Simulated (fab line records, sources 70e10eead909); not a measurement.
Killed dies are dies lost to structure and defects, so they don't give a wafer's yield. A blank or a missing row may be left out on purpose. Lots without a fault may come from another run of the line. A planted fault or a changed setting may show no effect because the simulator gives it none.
A struck lot beside a sound one | flow nand_harc | 15 steps out of a route of 1302
Sound: wafers L890.3, L890.5, L890.6. Struck: wafers L903.2, L903.4. (L903.5 of the same lot was not struck and is left out.) The cause comes at the end.
At each step with rows: each side's tool, then ch and its chambers, then its first start. Under that, the readings that differ: sound wafers | struck wafers | difference of the means | sigmas: that difference in standard deviations of wafers without a fault.
alike: readings whose means differ by less than 2 such deviations, and words and numbers that are the same on both sides. not compared: withheld readings, readings that some wafer has no value for, bounds like >300 that may hide the same value, and numbers for which the record gives no deviation and whose values overlap.
The two part at a step that has a row with sigmas, a row that says differs or no value, or rows on one side only. Numbers that don't overlap but have no deviation are shown without sigmas and don't part them. A reading that every wafer of one side lacks parts them only if that side has two wafers or more.

NHARC_A_ONON_D2_THK_MEAS_11: measures by ellipsometry.
  sound on film_metro-02, day 13 15:47; struck on film_metro-01, day 19 11:44
  alike: thk_nm
then, 1 step without rows for these wafers: NHARC_A_ONON_D2_DEP_12 (target thk 1000 nm).
NHARC_A_ONON_D2_THK_MEAS_14: measures by ellipsometry.
  sound on film_metro-01, day 13 16:20; struck on film_metro-01, day 19 12:19
  alike: thk_nm
then, 2 steps without rows for these wafers: NHARC_A_ONON_D2_ANNEAL_15 (time 3600 s); NHARC_A_ONON_D2_DEP_16 (target thk 1000 nm).
NHARC_A_ONON_D2_THK_MEAS_18: measures by ellipsometry.
  sound on film_metro-02, day 14 00:03; struck on film_metro-01, day 19 20:01
  alike: thk_nm
then, 1 step without rows for these wafers: NHARC_A_ONON_D2_DEP_19 (target thk 1000 nm).
NHARC_A_ONON_D2_THK_MEAS_21: measures by ellipsometry.
  sound on film_metro-01, day 14 00:37; struck on film_metro-02, day 19 20:35
  alike: thk_nm
then, 1 step without rows for these wafers: NHARC_A_ONON_D2_DEP_22 (target thk 1000 nm).
NHARC_A_ONON_D2_THK_MEAS_24: measures by ellipsometry.
  sound on film_metro-02, day 14 01:10; struck on film_metro-01, day 19 21:10
  alike: thk_nm
then, 1 step without rows for these wafers: NHARC_A_ONON_D2_DEP_25 (target thk 1000 nm).
NHARC_A_ONON_D2_THK_MEAS_27: measures by ellipsometry.
  sound on film_metro-02, day 14 01:44; struck on film_metro-02, day 19 21:44
  alike: thk_nm
NHARC_A_ONON_D2_DEP_28: target thk 1000 nm.
  sound on pecvd_onon-01 ch 0, day 14 01:55; struck on pecvd_onon-04 ch 0, day 19 21:51
NHARC_A_ONON_D2_THK_MEAS_30: measures by ellipsometry.
  sound on film_metro-02, day 14 02:18; struck on film_metro-01, day 19 22:28
  reading     | sound          | struck    | difference | sigmas
  thk_nm (nm) | 1004 1001 1003 | 1495 1493 | +491       | +52
  not compared: hold
NHARC_A_ONON_D2_DEP_33: deposits SiO2, target thk 200 nm.
  sound on pecvd-03 ch 1,2, day 14 02:27; struck on pecvd-02 ch 0,1, day 20 02:32
  reading                | sound          | struck                                            | difference                   | sigmas
  hold                   | - - -          | await_dispo/3.4h/release await_dispo/3.4h/release | no value on the sound wafers |
  throttle_valve_pct (%) | 16.2 16.4 15.9 | 15.4 14.9                                         | -1.0                         | -2
  alike: heater_power_w

WHERE THEY PART
First at NHARC_A_ONON_D2_THK_MEAS_30; last, within this record, at NHARC_A_ONON_D2_DEP_33.

WHY: what the simulator had put in
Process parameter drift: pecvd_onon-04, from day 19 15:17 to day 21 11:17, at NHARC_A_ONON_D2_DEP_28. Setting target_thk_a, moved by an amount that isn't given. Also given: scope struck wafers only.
